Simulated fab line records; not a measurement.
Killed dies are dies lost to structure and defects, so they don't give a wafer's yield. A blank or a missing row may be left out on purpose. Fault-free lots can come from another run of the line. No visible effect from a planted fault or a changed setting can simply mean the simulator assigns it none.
Which of the tools did it? :: flow nand harc :: 18 wafers from 6 lots sampled at 2 of the route's 1302 steps

WHAT EACH GAUGE READ, for each wafer
NHARC_A_CONTACT_INSPECT_44.
lot: L618
measured: day 22 04:43
on: defect inspect-01
raw defect count: 64 58 66

lot: L619
measured: day 23 08:08
on: defect inspect-01
raw defect count: 110 116 108

lot: L628
measured: day 26 08:16
on: defect inspect-01
raw defect count: 648 642 736

lot: L635
measured: day 29 14:03
on: defect inspect-02
raw defect count: 106 104 131

lot: L634
measured: day 29 19:32
on: defect inspect-01
raw defect count: 30 32 31

lot: L637
measured: day 30 16:04
on: defect inspect-01
raw defect count: 91 86 72

TOOL THAT RAN EACH LOT (tool first, then ch and the chambers of the sampled wafers, then the start)
lot: L618
NHARC_A_CONTACT_DEP_29: pecvd-02 ch 1,2, day 22 03:52

lot: L619
NHARC_A_CONTACT_DEP_29: pecvd-03 ch 0,2, day 23 07:17

lot: L628
NHARC_A_CONTACT_DEP_29: pecvd-01 ch 0,1,2, day 26 07:28

lot: L635
NHARC_A_CONTACT_DEP_29: pecvd-02 ch 0,2, day 29 13:07

lot: L634
NHARC_A_CONTACT_DEP_29: pecvd-02 ch 1,2, day 29 18:43

lot: L637
NHARC_A_CONTACT_DEP_29: pecvd-01 ch 1,2, day 30 15:13
- NHARC_A_CONTACT_DEP_29: deposits SiON, target thk 100 nm.

THE ANSWER, worked out from the rows above alone
Rule: the lots themselves supply what counts as usual. Put in order of their means at a reading, lots are off if they are a third of the lots or fewer, leave a main group of 4 or more, and stand apart from it by a gap of 3 or more times the standard deviation of the main group's means; of several such gaps the widest counts. The tables above print the reading to a certain number of digits; a main group whose means all agree to those digits is not used. Also off: a lot with no number at a reading for which 4 or more lots have one. Any other lot the step has rows for is counted as sound.
Off: L628 (NHARC_A_CONTACT_INSPECT_44, raw defect count). Main group: mean 80, sd 31.
If a tool, at a process step before that reading, ran all the lots that are off and no sound lot after the first of them, it fits. Gauges at NHARC_A_CONTACT_INSPECT_44: tried the same way as those tools. Of those tried, none fits.

WHAT THE SIMULATOR HAD PUT IN
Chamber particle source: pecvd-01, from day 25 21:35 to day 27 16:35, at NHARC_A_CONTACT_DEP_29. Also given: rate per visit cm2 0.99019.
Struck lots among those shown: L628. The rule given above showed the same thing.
